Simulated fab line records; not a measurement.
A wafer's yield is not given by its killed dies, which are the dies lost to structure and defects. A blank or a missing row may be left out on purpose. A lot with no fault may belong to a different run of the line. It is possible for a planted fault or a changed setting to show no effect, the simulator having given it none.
fab line records | flow n5_finfet
record lots=4 | wafers=10 | last_day=17
route steps=1938 shown DUMMY_REMOVAL@377 HKMG_FIN@385 BEOL_M4@1111 PASSIVATION@1936
lots with no fault: from the same line, run without faults
start_h: hours from the record's first day to the start of the lot's first wafer shown | wait_h: time in hours since the lot's previous step | " identical to the entry in the row above | L1.1+2: one row covering several wafers at once | - either no value or no given start | * or withheld: withheld | < > ~ a bound
route shown NAME@n: NAME is a module with steps in the file, n the number in the route of the first one | usual: the fault-free wafers' mean and standard deviation | same: alike in all rows | chamber/n: place in a boat | sites: per-site readings | _std_site: the standard deviation of these | _edge_site: the outer-site mean with the inner-site mean subtracted | radius_mm: for every site, how far away it sits from the centre of the wafer | mask NAME#n: copy n | behind: the last tool/chamber to shape the wafer | hold: why the lot was held/for how many hours/how that ended | device: the transistor (n, p or np) that didn't switch | end of line: the route-end tests of the same wafers | a step given without rows: its recipe and nothing more | killed: count of dies lost to structure and defects at first sort (not the wafer's yield) | map: a wafer's dies, marking killed ones x, the rest . and places with no die _
set.NAME: the setting that was run; set.NAME@STEP: the one run at that earlier step | model.NAME: the simulator's own value behind a step, which no gauge read
a table for each step, a row for each wafer; lots at some steps of the route
services: from which hour (start_h, from the record's first day; less than 0 if before it) a tool's chamber was out of use, for how many hours, and why
## steps
# step N5_DUMMY_REMOVAL_HM_STRIP_01
# recipe chemistry=CH3F/O2 | material=SiNx | target_depth_a=40 | stop_on=poly-Si | time_s=6.8 | over_etch_frac=0.3 | ion_energy_ev=60 | power_w=410 | bias_w=29 | Ar_flow_sccm=150 | CH3F_flow_sccm=30 | O2_flow_sccm=20
# step N5_DUMMY_REMOVAL_STRIP_10
# recipe chemistry=N2/H2 | time_s=40 | power_w=100 | temp_c=40 | pressure_mtorr=100 | rf_frequency_hz=6e+07 | bias_power_w=3 | n2_flow_sccm=300 | h2_flow_sccm=300
# step N5_DUMMY_REMOVAL_PRECLEAN_07
# recipe chemistry=dHF | time_s=30 | temp_c=25 | dilution=withheld
# step N5_DUMMY_REMOVAL_DUMMY_REMOVE_02
# recipe chemistry=TMAH | temp_c=70 | target=poly-Si | stop_on=SiO2 | target_depth_nm=142 | conc_wt_pct=5 | time_s=57 | dry=ipa_marangoni | rinse_time_s=30 | rinse_temp_c=23
# step N5_DUMMY_REMOVAL_PRECLEAN_08
# recipe chemistry=NF3:NH3 | afs_cycles=2 | temp_c=30 | time_s=20 | sublimation_temp_c=180 | sublimation_time_s=60 | pressure_torr=3 | rf_power_w=30
# step N5_DUMMY_REMOVAL_PRECLEAN_04
# recipe chemistry=DHF | time_s=37 | temp_c=25 | dilution=500:1
# step N5_DUMMY_REMOVAL_SRD_05
# recipe dry=ipa_marangoni | do_ppb=5 | time_s=30 | temp_c=23 | rinse_liquid=diw
# step N5_HKMG_FIN_IL_REGROW_00
# recipe material=SiO2 | target_thk_a=7.5 | chemistry=O3 | temp_c=withheld | time_s=30
# step N5_HKMG_FIN_HK_ALD_01
# recipe material=HfO2 | target_thk_a=16 | temp_c=withheld | ald_precursor_family=HfCl4 | ald_co_reactant=H2O | pulse_time_s=3 | purge_time_s=3 | co_reactant_purge_time_s=2.5 | co_reactant_pulse_time_s=0.3 | ald_cycles=30
# step N5_HKMG_FIN_HK_ANNEAL_02
# recipe temp_c=700 | time_s=30 | ambient=N2 | idle_temp_c=600 | ramp_up_c_per_s=150 | ramp_down_c_per_s=60 | cool_to_c=600
# step N5_HKMG_FIN_ALD_74
# recipe material=La2O3 | target_thk_a=5 | temp_c=250 | ald_precursor_family=La-Cp | ald_co_reactant=O3 | pulse_time_s=6 | co_reactant_pulse_time_s=1 | purge_time_s=3 | co_reactant_purge_time_s=3
# usual heater_power_outer_w=200/14 | heater_power_w=359/25 | precursor_pulse_height_rel=1.002/0.019
lot.wafer | tool      | chamber | start_h | wait_h | heater_power_outer_w | heater_power_w | precursor_pulse_height_rel
L271.1    | ald_hk-01 | 2       | 100.68  | 0.2    | 208                  | 379            | 0.992
L271.2    | "         | 3       | "       | "      | 202                  | 384            | 1.032
L271.6    | "         | 3       | "       | "      | 201                  | 376            | 1.012
L273.1    | ald_hk-03 | 1       | 112.48  | 0.2    | 208                  | 370            | 1.014
L273.5    | "         | 2       | "       | "      | 186                  | 368            | 0.995
L273.6    | "         | 3       | "       | "      | 182                  | 326            | 0.988
L285.1    | ald_hk-03 | 1       | 192.98  | 0.2    | 200                  | 369            | 1.032
L285.5    | "         | 3       | "       | "      | 181                  | 323            | 1.031
L287.2    | ald_hk-03 | 1       | 198.06  | 0.2    | 202                  | 364            | 0.971
L287.5    | "         | 1       | "       | "      | 211                  | 367            | 1.016
# step N5_HKMG_FIN_ALD_75
# recipe material=Al2O3 | target_thk_a=10 | temp_c=150 | ald_precursor_family=TMA | ald_co_reactant=H2O | pulse_time_s=withheld | co_reactant_pulse_time_s=1
# step N5_HKMG_FIN_COAT_41
# recipe resist=SOC | temp_c=250 | time_s=60 | spin_rpm=1500 | resist_thk_nm=300
# step N5_HKMG_FIN_COAT_42
# recipe resist=SiARC | temp_c=220 | time_s=60 | spin_rpm=1500 | resist_thk_nm=35
# step N5_HKMG_FIN_COAT_43
# recipe resist=CAR-ArF | spin_rpm=1500 | resist_thk_nm=90
# step N5_HKMG_FIN_EBR_45
# recipe solvent=PGMEA | ebr_width_mm=1.5
# step N5_HKMG_FIN_SOFTBAKE_44
# recipe temp_c=110 | time_s=60 | resist=CAR-ArF
# step N5_HKMG_FIN_EXPOSE_46
# recipe mask_id=NDIPOLE | na=1.35 | source_shape=conventional | sigma_outer=0.8 | polarization=unpolarized | dose_mj=40
# step N5_HKMG_FIN_PEB_47
# recipe peb_temp_c=withheld | peb_time_s=60 | resist=CAR-ArF
# step N5_HKMG_FIN_DEVELOP_48
# recipe develop_time_s=30 | developer=TMAH | resist=CAR-ArF | rinse_liquid=diw | dry=air_spin | dev_temp_c=23
# step N5_HKMG_FIN_DESCUM_53
# recipe chemistry=O2 | time_s=7.9 | source_power_w=50 | bias_power_w=20 | pressure_mtorr=20 | rf_frequency_hz=2.712e+07 | temp_c=40 | resist=CAR-ArF | o2_flow_sccm=225
# step N5_HKMG_FIN_ETCH_54
# recipe chemistry=CF4 | target=SiARC | target_depth_a=455 | mask_material=CAR-ArF | time_s=75.8 | ion_energy_ev=80 | pressure_mtorr=40 | source_w=545 | bias_w=36 | Ar_flow_sccm=100 | cf4_flow_sccm=100 | ends=cleared
# step N5_HKMG_FIN_ETCH_55
# recipe chemistry=N2/H2 | target=SOC | target_depth_a=2400 | temp_c=40 | time_s=300 | ion_energy_ev=200 | mask_material=SiARC | pressure_mtorr=30 | source_w=840 | bias_w=150 | n2_flow_sccm=200 | h2_flow_sccm=200
# step N5_HKMG_FIN_STRIP_56
# recipe chemistry=N2/H2 | temp_c=40 | n2_flow_sccm=200 | h2_flow_sccm=200 | rf_frequency_hz=6e+07
# step N5_HKMG_FIN_STRIP_57
# recipe chemistry=CF4 | resist=SiARC | power_w=300 | bias_power_w=75 | pressure_mtorr=50 | cf4_flow_sccm=150 | rf_frequency_hz=6e+07
# step N5_HKMG_FIN_ETCH_58
# recipe chemistry=N2/H2 | target=SOC | target_depth_a=2158 | ion_energy_ev=50 | bias_w=13 | time_s=741 | pressure_mtorr=30 | source_w=875 | n2_flow_sccm=200 | h2_flow_sccm=200
# step N5_HKMG_FIN_STRIP_93
# recipe chemistry=N2/H2 | material=SOC | time_s=20 | power_w=500 | temp_c=40 | pressure_mtorr=50 | rf_frequency_hz=6e+07 | bias_power_w=8 | h2_frac=0.5 | n2_flow_sccm=300 | h2_flow_sccm=300
# step N5_HKMG_FIN_WET_ETCH_76
# recipe chemistry=dNH4OH | mix=1:50 | temp_c=25 | target=Al2O3 | stop_on=La2O3 | target_depth_nm=2.25 | dry=ipa_marangoni | rinse_time_s=30 | rinse_temp_c=23
# step N5_HKMG_FIN_STRIP_60
# recipe chemistry=N2/H2 | power_w=2500 | temp_c=300 | h2_frac=0.65 | time_s=360 | pressure_mtorr=withheld | n2_flow_sccm=1750 | h2_flow_sccm=3250
# step N5_HKMG_FIN_WET_ETCH_77
# recipe chemistry=dHCl | mix=1:10000 | temp_c=25 | target=La2O3 | stop_on=HfO2 | target_depth_nm=2
# step N5_HKMG_FIN_WET_ETCH_78
# recipe chemistry=dNH4OH | mix=1:50 | temp_c=25 | target=Al2O3 | stop_on=La2O3 | target_depth_nm=4.5 | dry=ipa_marangoni | rinse_time_s=30 | rinse_temp_c=23
# step N5_HKMG_FIN_ALD_79
# recipe material=TiN | target_thk_a=15 | temp_c=400 | ald_precursor_family=TiCl4 | ald_co_reactant=NH3 | pulse_time_s=1 | purge_time_s=3 | co_reactant_purge_time_s=2 | co_reactant_pulse_time_s=2 | ald_cycles=68 | pressure_torr=3
# step N5_HKMG_FIN_CVD_62
# recipe material=a-Si | target_thk_a=30 | temp_c=500 | precursor=Si2H6 | pressure_torr=1 | time_s=20.8
# step N5_HKMG_FIN_RTA_80
# recipe temp_c=withheld | time_s=2 | ambient=N2 | idle_temp_c=600 | ramp_up_c_per_s=150 | ramp_down_c_per_s=60 | cool_to_c=600
# step N5_HKMG_FIN_PRECLEAN_64
# recipe chemistry=dHF | time_s=30 | temp_c=25 | dilution=withheld
# step N5_HKMG_FIN_WET_ETCH_65
# recipe chemistry=TMAH | temp_c=70 | conc_wt_pct=5 | target=a-Si | stop_on=TiN | time_s=49 | target_depth_nm=3
# step N5_HKMG_FIN_WET_ETCH_81
# recipe chemistry=SC1 | target=TiN | stop_on=HfO2 | mix=1:1:5 | temp_c=60 | time_s=57 | target_depth_nm=6
# step N5_BEOL_M4_RC_MEAS_101
# usual DIBL_N=36.2/1.7 | DIBL_P=36.6/1.9 | IOFF_N=0.16/0.032 | IOFF_P=0.21/0.037 | IOFF_P_85C=3.6/0.54 | IOFF_P_LIN=0.097/0.013 | IOFF_P_LONG=0.000101/7.2e-06 | ION_N=675/12 | ION_P=460/8.1 | SS_N=71.4/0.58 | SS_P=73.4/0.64 | VT_N=249/3.2 | VT_N_LVT=96/3.6 | VT_P=-252/3.4 | VT_P_LONG=-277.0/2.8
lot.wafer | tool      | chamber | start_h | wait_h | DIBL_N[mV/V] | DIBL_P[mV/V] | IOFF_N[nA/um] | IOFF_P[nA/um] | IOFF_P_85C[nA/um] | IOFF_P_LIN[nA/um] | IOFF_P_LONG[nA/um] | ION_N[uA/um] | ION_P[uA/um] | SS_N[mV/dec] | SS_P[mV/dec] | VT_N[mV] | VT_N_LVT[mV] | VT_P[mV] | VT_P_LONG[mV]
L271.1    | prober-02 | 0       | 194.21  | 0.0    | 37.8         | 37.4         | 0.18          | 0.20          | 3.5               | 0.095             | 0.000102           | 667          | 459          | 72.2         | 73.2         | 250      | 93           | -251     | -277.6
L271.2    | "         | 0       | "       | "      | 34.2         | 34.7         | 0.13          | 0.17          | 3.1               | 0.086             | 0.000108           | 666          | 459          | 70.6         | 72.6         | 253      | 97           | -253     | -276.4
L271.6    | "         | 0       | "       | "      | 37.5         | 37.7         | 0.18          | 0.21          | 3.7               | 0.099             | 9.9e-05            | 678          | 462          | 71.9         | 73.4         | 250      | 92           | -248     | -277.6
L273.1    | prober-02 | 0       | 203.41  | 0.0    | 37.6         | 40.9         | 0.19          | 0.25          | 4.2               | 0.111             | 9.8e-05            | 684          | 463          | 72.0         | 74.5         | 245      | 94           | -250     | -277.3
L273.5    | "         | 0       | "       | "      | 34.9         | 36.2         | 0.13          | 0.17          | 3.1               | 0.086             | 0.0001             | 662          | 452          | 71.2         | 73.4         | 254      | 100          | -254     | -275.0
L273.6    | "         | 0       | "       | "      | 39.3         | 41.3         | 0.21          | 0.25          | 4.3               | 0.111             | 9.8e-05            | 681          | 456          | 71.8         | 74.5         | 247      | 94           | -249     | -279.0
L285.1    | prober-02 | 0       | 281.81  | 0.0    | 34.2         | 35.7         | 0.14          | 0.59          | 8.7               | 0.293             | 0.000265           | 680          | 516          | 70.7         | 72.7         | 251      | 129          | -221     | -243.8
L285.5    | "         | 0       | "       | "      | 35.9         | 37.6         | 0.17          | 0.68          | 9.7               | 0.321             | 0.000262           | 686          | 518          | 71.0         | 73.1         | 247      | 127          | -220     | -244.2
L287.2    | prober-02 | 0       | 290.45  | 0.2    | 38.6         | 38.3         | 0.21          | 0.28          | 4.7               | 0.124             | 0.00011            | 682          | 470          | 72.1         | 73.4         | 246      | 91           | -246     | -273.6
L287.5    | "         | 0       | "       | "      | 37.7         | 36.8         | 0.20          | 0.78          | 11.0              | 0.357             | 0.000276           | 684          | 516          | 71.8         | 73.3         | 245      | 123          | -215     | -242.9
# step N5_PASSIVATION_PROBE_49
# usual defect_limited_yield=91.3/1.5 | killed_at_M0_to_M3=35/10 | killed_at_M4_up=12/4.6 | killed_at_contacts=13/6.6 | killed_at_front_end=39/11 | killed_at_other=4/3.4 | killed_dies=103/17 | killed_on_rim=14/4.1 | killed_open=67/13 | killed_short=35/8.2 | sort_bin_4_leakage=0/0 | sort_bin_5_function=5.1/0.94 | sort_bin_6_memory=3.2/0.7 | sort_n_pass=1077/17 | sort_yield_pct=91.3/1.5
# same gross_dies=1180 | killed_at_back_side=0 | sort_bin_8_speed[%]=0
lot.wafer | tool      | chamber | start_h | wait_h | defect_limited_yield[%] | killed_at_M0_to_M3 | killed_at_M4_up | killed_at_contacts | killed_at_front_end | killed_at_other | killed_dies | killed_on_rim | killed_open | killed_short | sort_bin_4_leakage[%] | sort_bin_5_function[%] | sort_bin_6_memory[%] | sort_n_pass | sort_yield_pct[%]
L271.1    | prober-01 | -       | 296.80  | 0.0    | 89.7                    | 51                 | 14              | 11                 | 43                  | 3               | 122         | 15            | 80          | 42           | 0                     | 6.3                    | 4.0                  | 1058        | 89.7
L271.2    | prober-01 | -       | 296.85  | 0.1    | 91.4                    | 33                 | 11              | 8                  | 42                  | 7               | 101         | 18            | 58          | 42           | 0                     | 5.2                    | 3.1                  | 1079        | 91.4
L271.6    | prober-01 | -       | 297.05  | 0.3    | 88.6                    | 43                 | 14              | 16                 | 52                  | 10              | 135         | 18            | 82          | 51           | 0                     | 7.1                    | 4.0                  | 1045        | 88.6
L273.1    | prober-01 | -       | 298.48  | 0.0    | 92.2                    | 32                 | 6               | 5                  | 47                  | 2               | 92          | 11            | 60          | 31           | 0                     | 4.4                    | 3.1                  | 1088        | 92.2
L273.5    | prober-01 | -       | 298.68  | 0.2    | 91.9                    | 31                 | 11              | 12                 | 33                  | 8               | 95          | 9             | 60          | 35           | 0                     | 5.3                    | 2.6                  | 1085        | 91.9
L273.6    | prober-01 | -       | 298.73  | 0.3    | 92.2                    | 42                 | 4               | 9                  | 35                  | 2               | 92          | 15            | 65          | 26           | 0                     | 4.7                    | 2.7                  | 1088        | 92.2
L285.1    | prober-02 | -       | 388.98  | 0.0    | 90.7                    | 18                 | 7               | 14                 | 66                  | 5               | 110         | 15            | 57          | 51           | 25.68                 | 5.9                    | 2.9                  | 767         | 65.0
L285.5    | prober-02 | -       | 389.18  | 0.2    | 92.5                    | 12                 | 8               | 11                 | 54                  | 3               | 88          | 15            | 63          | 25           | 51.10                 | 4.7                    | 2.7                  | 489         | 41.4
L287.2    | prober-02 | -       | 406.16  | 0.1    | 93.3                    | 40                 | 10              | 2                  | 25                  | 2               | 79          | 8             | 48          | 31           | 0                     | 3.6                    | 3.1                  | 1101        | 93.3
L287.5    | prober-02 | -       | 406.31  | 0.2    | 92.0                    | 38                 | 11              | 5                  | 40                  | 0               | 94          | 13            | 61          | 33           | 69.49                 | 4.9                    | 2.7                  | 266         | 22.5
# killed by level:class
L271.1 STI_FIN_REVEAL:geometric_particle:open=18 FIN_SAQP:geometric_particle:short=13 BEOL_M1:geometric_particle:open=9 BEOL_M0_SAQP:geometric_particle:open=9 BEOL_M2:geometric_particle:open=9 MOL_CONTACT_COAG:geometric_particle:open=8 BEOL_M0_SAQP:geometric_particle:short=7 FIN_SAQP:geometric_particle:open=6
L271.2 STI_FIN_REVEAL:geometric_particle:open=16 BEOL_M0_SAQP:geometric_particle:short=7 BEOL_M1:geometric_particle:open=7 FIN_SAQP:geometric_particle:short=6 BEOL_M0_SAQP:geometric_particle:open=6 MOL_CONTACT_COAG:geometric_particle:open=5 BEOL_M2:geometric_particle:open=5 BEOL_M1:geometric_particle:short=4
L271.6 BEOL_M0_SAQP:geometric_particle:short=17 FIN_SAQP:geometric_particle:short=16 MOL_CONTACT_COAG:geometric_particle:open=14 STI_FIN_REVEAL:geometric_particle:open=12 BEOL_M0_SAQP:geometric_particle:open=10 FIN_SAQP:geometric_particle:open=8 MIM_TOP:geometric_particle:open=8 BEOL_M1:geometric_particle:open=7
L273.1 STI_FIN_REVEAL:geometric_particle:open=13 BEOL_M1:geometric_particle:open=9 FIN_SAQP:geometric_particle:open=7 BEOL_M0_SAQP:geometric_particle:short=6 STI_FIN_REVEAL:geometric_particle:short=5 DUMMY_GATE:geometric_particle:open=5 FIN_SAQP:geometric_particle:short=4 STARTING-WAFER:geometric_particle:short=4
L273.5 MOL_CONTACT_COAG:geometric_particle:open=10 BEOL_M3:geometric_particle:open=9 FIN_SAQP:geometric_particle:short=7 FIN_SAQP:geometric_particle:open=6 BEOL_M1:geometric_particle:short=5 BEOL_M2:geometric_particle:open=5 STARTING-WAFER:geometric_particle:short=5 STARTING-WAFER:geometric_particle:open=5
L273.6 STI_FIN_REVEAL:geometric_particle:open=14 BEOL_M1:geometric_particle:open=12 BEOL_M0_SAQP:geometric_particle:open=8 BEOL_M3:geometric_particle:open=7 MOL_CONTACT_COAG:geometric_particle:open=7 FIN_SAQP:geometric_particle:short=6 BEOL_M0_SAQP:geometric_particle:short=6 FIN_SAQP:geometric_particle:open=5
L285.1 FIN_SAQP:geometric_particle:short=19 STI_FIN_REVEAL:geometric_particle:open=16 FIN_SAQP:geometric_particle:open=13 MOL_CONTACT_COAG:geometric_particle:open=10 BEOL_M0_SAQP:geometric_particle:short=7 STI_FIN_REVEAL:geometric_particle:short=6 GATE_CUT:geometric_particle:short=4 MOL_CONTACT_COAG:geometric_particle:short=4
L285.5 FIN_SAQP:geometric_particle:open=21 STI_FIN_REVEAL:geometric_particle:open=10 MOL_CONTACT_COAG:geometric_particle:open=10 FIN_SAQP:geometric_particle:short=9 DUMMY_GATE:geometric_particle:open=4 BEOL_M0_SAQP:geometric_particle:short=4 BEOL_M5:geometric_particle:open=4 BEOL_M2:geometric_particle:open=3
L287.2 BEOL_M0_SAQP:geometric_particle:open=13 BEOL_M1:geometric_particle:open=10 FIN_SAQP:geometric_particle:short=6 BEOL_M0_SAQP:geometric_particle:short=6 BEOL_M3:geometric_particle:open=6 BEOL_M4:geometric_particle:open=6 GATE_CUT:geometric_particle:short=4 STARTING-WAFER:geometric_particle:short=4
L287.5 FIN_SAQP:geometric_particle:open=12 BEOL_M0_SAQP:geometric_particle:open=11 BEOL_M0_SAQP:geometric_particle:short=8 BEOL_M3:geometric_particle:open=7 STARTING-WAFER:geometric_particle:short=6 FIN_SAQP:geometric_particle:short=5 MOL_CONTACT_COAG:geometric_particle:open=5 BEOL_M4:geometric_particle:open=4
# map L285.1 (x killed, . not)
_________________..x.........________________
______________.................x_____________
___________...........xx...........__________
__________...................x.x...._________
________.x....................x......._______
_______....x...........x..x.x.....x....______
______.......x...................x......_____
_____.......x.......x....................____
____...............x...................x..___
___.....x..........x.......................__
___.....x................x................x__
__...x.........xx.....x....x.....x.........x_
__.......x.....................x.....x..x..._
_...x.x.x.............x.........x..........x.
_...xx.......x..x..................x.........
_.x...x.........x................x.....x.....
_...............x......................x.....
_.x...............x.........x........x.x....x
_.................................x..........
_..x......................x.....x....x.......
_................x..........x.....x..........
__....x....x.........x....x..........x......_
__...........xx............................._
___.x...x......................x..x........__
___..x................x..xx................__
____.x....x..............x..xx............___
_____........x...................x.......____
______............x...x.............x..x_____
_______x.......x...................x...______
________.............xx...........x..._______
__________x.....x...........x.x....._________
___________x..............x..x.....__________
______________.....x...........x_____________
_________________...x....x...________________
# map L287.5 (x killed, . not)
_________________......xxx...________________
______________x................._____________
___________..........x........x..xx__________
__________.....x..xx....x..........._________
________......x......................._______
_______................x.......x...x...______
______.......................x.x...x...._____
_____....................................____
____x...x...x.x.........x..........x......___
___.xx.......x.............x...............__
___.....x............x......x..............__
__.....x..........x........................._
__.xxx.......x.....x.....x.................._
_............................................
_...........x........x.x......x..........x...
_x..............................x............
_x..x.....x....................x.............
_..............x...........x..x..............
_...................x........................
_..........x...............x...xxx...........
_....x....x............................x.x...
__....x...x...x....................x........_
__.........xx.x.......................x....._
___.......x......x....x.............x....x.__
___..x............................x......x.__
____.............x..............x.........___
_____..x.x...............................____
______...................xx.........x..._____
_______....x...........x...............______
________...................x.........._______
__________.........................._________
___________.....x..................__________
______________.......x.......x.._____________
_________________..x.........________________
## services
tool      | chamber | start_h | hours | kind
ald_hk-01 | -       | 176.84  | 2.8   | pm
ald_hk-01 | -       | 188.01  | 8.7   | pm
ald_hk-03 | -       | 193.43  | 0.8   | repair
## key
first_sign step=N5_BEOL_M4_RC_MEAS_101 | reading=IOFF_P_LONG | direction=up | sigmas=23 | usual=0.000101 | struck=0.000268
effect step=N5_BEOL_M4_RC_MEAS_101 | reading=IOFF_P_LIN | direction=up | sigmas=17 | usual=0.097 | struck=0.324
effect step=N5_BEOL_M4_RC_MEAS_101 | reading=IOFF_P | direction=up | sigmas=13 | usual=0.21 | struck=0.68
effect step=N5_BEOL_M4_RC_MEAS_101 | reading=VT_P_LONG | direction=up | sigmas=12 | usual=-277.0 | struck=-243.6
effect step=N5_BEOL_M4_RC_MEAS_101 | reading=IOFF_P_85C | direction=up | sigmas=11 | usual=3.6 | struck=9.8
effect step=N5_BEOL_M4_RC_MEAS_101 | reading=VT_P | direction=up | sigmas=9.7 | usual=-252 | struck=-218
effect step=N5_BEOL_M4_RC_MEAS_101 | reading=VT_N_LVT | direction=up | sigmas=8.3 | usual=96 | struck=126
effect step=N5_BEOL_M4_RC_MEAS_101 | reading=ION_P | direction=up | sigmas=7 | usual=460 | struck=517
effect step=N5_PASSIVATION_PROBE_49 | reading=sort_bin_4_leakage | direction=up | sigmas=99+ | usual=0 | struck=48.76
met_at N5_HKMG_FIN_ALD_74
struck_wafers L285.1,L285.5,L287.5
onset_between 112.48 192.98
fault kind=process_parameter_drift | tool=ald_hk-03 | chamber=- | onset_h=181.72 | steps=N5_HKMG_FIN_ALD_74 | channel=target_thk_a | offset=* | shape=step | end_h=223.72 | scope=struck_wafers_only | acts_in=* | stated=*
